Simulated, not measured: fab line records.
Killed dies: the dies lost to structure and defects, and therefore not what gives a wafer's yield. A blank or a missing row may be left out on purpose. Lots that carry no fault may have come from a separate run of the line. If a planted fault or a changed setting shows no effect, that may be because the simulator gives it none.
Chamber matching + flow nand_harc + rie_diel-13 running NHARC_A_M1_ETCH_35: 4 sister chambers
The step etches the open film in N2/H2, target depth 40 nm, overetch 12 nm, time 43.94 s. 18 wafers are shown with their chamber, then 9 later ones without.

== EACH WAFER AND ITS CHAMBER ==
| wafer  | chamber | showerhead_plenum_p_Torr (Torr) | drypump_motor_current_A (A) | rf_vpp_V (V) |
|--------|---------|---------------------------------|-----------------------------|--------------|
| L079.1 | 2       | 1.92                            | 5.6                         | 425.0        |
| L079.5 | 0       | 2.04                            | 6.0                         | 430.9        |
| L079.6 | 3       | 2.11                            | 6.0                         | 432.9        |
| L082.1 | 2       | 1.92                            | 5.6                         | 427.9        |
| L082.4 | 1       | 2.04                            | 5.7                         | 431.8        |
| L082.5 | 2       | 1.92                            | 5.6                         | 427.1        |
| L083.1 | 0       | 2.04                            | 6.0                         | 429.5        |
| L083.3 | 1       | 2.03                            | 5.7                         | 430.3        |
| L083.6 | 0       | 2.04                            | 6.0                         | 430.4        |
| L088.1 | 0       | 2.04                            | 6.1                         | 429.8        |
| L088.2 | 1       | 2.03                            | 5.7                         | 429.2        |
| L088.3 | 2       | 1.92                            | 5.6                         | 427.8        |
| L087.2 | 1       | 2.04                            | 5.8                         | 430.6        |
| L087.5 | 1       | 2.04                            | 5.7                         | 431.7        |
| L087.6 | 0       | 2.04                            | 6.0                         | 431.2        |
| L089.1 | 3       | 2.11                            | 6.0                         | 432.8        |
| L089.3 | 1       | 2.03                            | 5.7                         | 429.4        |
| L089.5 | 2       | 1.92                            | 5.6                         | 426.4        |

SIGNATURES (means of the wafers above)
| reading                  | chamber 0 | chamber 1 | chamber 2 | chamber 3 | scatter within a chamber |
|--------------------------|-----------|-----------|-----------|-----------|--------------------------|
| showerhead_plenum_p_Torr | 2.0400    | 2.0350    | 1.9200    | 2.1100    | 0.00327                  |
| drypump_motor_current_A  | 6.020     | 5.717     | 5.600     | 6.000     | 0.0342                   |
| rf_vpp_V                 | 430.360   | 430.500   | 426.840   | 432.850   | 0.994                    |
Rule: for each reading, subtract the chamber's mean from the wafer's reading, divide by that reading's scatter and square the result; add these up over the readings and take the root, which gives the wafer's distance from the chamber. If the next closest chamber is less than 2 further off than the closest, the wafer can't be placed; otherwise it belongs to the closest. The scatter: take each reading less its chamber's mean, square it, sum over the shown wafers, divide by the number of wafers less the number of chambers, and take the root.

== WAFERS MISSING THEIR CHAMBER ==
| wafer  | showerhead_plenum_p_Torr (Torr) | drypump_motor_current_A (A) | rf_vpp_V (V) |
|--------|---------------------------------|-----------------------------|--------------|
| L091.2 | 2.11                            | 6.0                         | 431.7        |
| L091.5 | 2.04                            | 6.0                         | 431.4        |
| L091.6 | 2.03                            | 5.7                         | 431.6        |
| L090.3 | 2.04                            | 6.0                         | 428.9        |
| L090.4 | 2.03                            | 5.7                         | 430.3        |
| L090.6 | 2.04                            | 6.1                         | 429.7        |
| L096.3 | 2.11                            | 6.0                         | 431.6        |
| L096.4 | 2.03                            | 5.7                         | 429.2        |
| L096.5 | 1.92                            | 5.6                         | 426.9        |

== CHAMBER TAKEN BY EACH ==
| wafer  | from the rows above | in truth |
|--------|---------------------|----------|
| L091.2 | 3                   | 3        |
| L091.5 | 0                   | 0        |
| L091.6 | 1                   | 1        |
| L090.3 | 0                   | 0        |
| L090.4 | 1                   | 1        |
| L090.6 | 0                   | 0        |
| L096.3 | 3                   | 3        |
| L096.4 | 1                   | 1        |
| L096.5 | 2                   | 2        |
Correctly placed: 9 of 9. Number that these rows cannot place: 0. 0 placed wrongly.
